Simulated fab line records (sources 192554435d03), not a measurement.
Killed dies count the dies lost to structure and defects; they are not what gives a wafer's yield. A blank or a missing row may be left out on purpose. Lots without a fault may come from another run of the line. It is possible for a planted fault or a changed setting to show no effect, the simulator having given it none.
A struck lot beside a sound one / flow n5 finfet / 36 steps out of a route of 1938
Sound: wafers L669.1, L669.4, L669.6. Struck: wafer L673.1 (left out: L673.2, a lot-mate that was not struck); the cause follows at the end.
For every step that has rows: the tool of each side, followed by ch and its chambers, followed by its first start. Under that, the readings that differ: sound wafers / struck wafers / difference of the means / sigmas: that difference in standard deviations of wafers without a fault.
alike: readings whose means differ by less than 2 such deviations, and words and numbers that are the same on both sides. not compared: withheld readings, readings that some wafer has no value for, bounds like >300 that may hide the same value, and numbers for which the record gives no deviation and whose values overlap.
The two part at a step that has a row with sigmas, a row that says differs or no value, or rows on one side only. When numbers do not overlap yet have no deviation, they are printed without sigmas and do not part them. Lack of a reading on every wafer of one side parts them only where that side has two or more wafers.

first, 9 steps without rows for these wafers: N5_BEOL_M4_ANNEAL_95 (time 240 s); N5_BEOL_M4_SPUTTER_96 (material Cu, target thk 4.5 nm, time 8.29 s); N5_BEOL_M4_ECD_50 (material Cu, target thk 300 nm); N5_BEOL_M4_ANNEAL_51 (time 90 s); N5_BEOL_M4_CMP_52 (polishes, stops on SiOC, t overpolish 6.8 s, target thk 40 nm); N5_BEOL_M4_PRE_CLEAN_60 (time 15 s); N5_BEOL_M4_CO_CAP_55 (material Co, precursor CCTBA/H2, target thk 2 nm, time 102.1 s); N5_BEOL_M4_PRE_CLEAN_56 (time 15 s); N5_BEOL_M4_DEP_57 (deposits SiCN from 3MS/NH3, target thk 8 nm, time 14 s).
N5_BEOL_M4_RC_MEAS_101:
  sound on prober-02 ch 0, day 9 11:20; struck on prober-02 ch 0, day 10 16:36
  alike: DIBL_N, DIBL_P, IOFF_N, IOFF_P, ION_N, ION_P, SS_N, SS_P, VT_N, VT_P
then, 24 steps without rows for these wafers: N5_BEOL_M5_ILD_DEP_00 (deposits SiCOH lowk from DEMS/porogen, target thk 140.64 nm, time 25.9 s); N5_BEOL_M5_CURE_79 (cures SiCOH lowk, time 240 s); N5_BEOL_M5_PECVD_70 (deposits SiO2 from TEOS/O2, target thk 16 nm, time 18 s); N5_BEOL_M5_HM_DEP_02 (deposits TiN, target thk 20 nm); N5_BEOL_M5_COAT_59 (time 60 s, resist thk 60 nm); N5_BEOL_M5_COAT_60 (time 60 s, resist thk 12 nm); N5_BEOL_M5_COAT_71 (time 60 s, resist thk 5 nm); N5_BEOL_M5_COAT_05 (resist thk 30 nm); N5_BEOL_M5_EBR_07; N5_BEOL_M5_SOFTBAKE_06 (time 60 s); N5_BEOL_M5_EXPOSE_08 (exposes mask M5, target cd 28 nm); N5_BEOL_M5_PEB_09 (peb time 60 s); N5_BEOL_M5_DEVELOP_10 (develop time 30 s); N5_BEOL_M5_DESCUM_16 (chemistry O2, time 7 s); N5_BEOL_M5_ETCH_72 (etches underlayer in N2/H2, target depth 6.5 nm, time 5.2 s); N5_BEOL_M5_ETCH_61 (etches SiARC in CF4, target depth 15.6 nm, time 26 s); N5_BEOL_M5_ETCH_62 (etches SOC in N2/H2, target depth 75 nm, overetch 15 nm, time 112.5 s); N5_BEOL_M5_STRIP_63 (strips in N2/H2); N5_BEOL_M5_STRIP_73 (strips in N2/H2); N5_BEOL_M5_STRIP_64 (strips in CF4); N5_BEOL_M5_HM_OPEN_17 (chemistry Cl2/BCl3, target TiN, target depth 20 nm, overetch 6 nm); N5_BEOL_M5_STRIP_19 (strips in O2); N5_BEOL_M5_COAT_65 (time 60 s, resist thk 60 nm); N5_BEOL_M5_COAT_66 (time 60 s, resist thk 12 nm).
-- a jump in the record: the struck wafers' starts before and after are 4 days apart (it breaks off in module BEOL_M5 and resumes in module PASSIVATION, where the first step shown is number 1915 of the route) --
N5_PASSIVATION_PECVD_53: deposits SiO2 from TEOS/O2, target thk 800 nm, time 169.4 s.
  sound on pecvd-02 ch 1,2, day 13 14:17; struck on pecvd-02 ch 2, day 15 03:29
reading=run length s (s); sound=197.1 197.4 197.2; struck=216.2; difference=+19.0; sigmas=+41
reading=model.SiO2_of_PASSIVATION_PECVD_53.thk nm (nm); sound=791.4 795.2 814.4; struck=883.2; difference=+82.9; sigmas=
N5_PASSIVATION_PROBE_49:
  sound: prober-01 at day 13 18:16; struck: prober-02 at day 15 07:17
reading=defect limited yield (%); sound=91.9 90.8 91.8; struck=23.6; difference=-67.9; sigmas=-45
reading=killed at other; sound=4 2 4; struck=811; difference=+808; sigmas=+99 or more
reading=killed dies; sound=96 108 97; struck=901; difference=+801; sigmas=+44
reading=sort_bin_5_function (%); sound=4.7 5.1 5.4; struck=72.6; difference=+67.5; sigmas=+70
reading=sort n pass; sound=1084 1072 1083; struck=279; difference=-801; sigmas=-42
reading=sort yield pct (%); sound=91.9 90.8 91.8; struck=23.6; difference=-67.9; sigmas=-42
  alike: killed_at_M0_to_M3, killed_at_M4_up, killed at contacts, killed at front end, killed open, killed short, sort_bin_6_memory, sort_bin_8_speed

## WHERE THEY PART
Last at N5_PASSIVATION_PROBE_49 as far as this record goes, first at N5_PASSIVATION_PECVD_53.

WHY: whatever the simulator had introduced
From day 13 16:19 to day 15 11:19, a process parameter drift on pecvd-02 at N5_PASSIVATION_PECVD_53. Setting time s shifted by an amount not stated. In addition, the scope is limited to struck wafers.
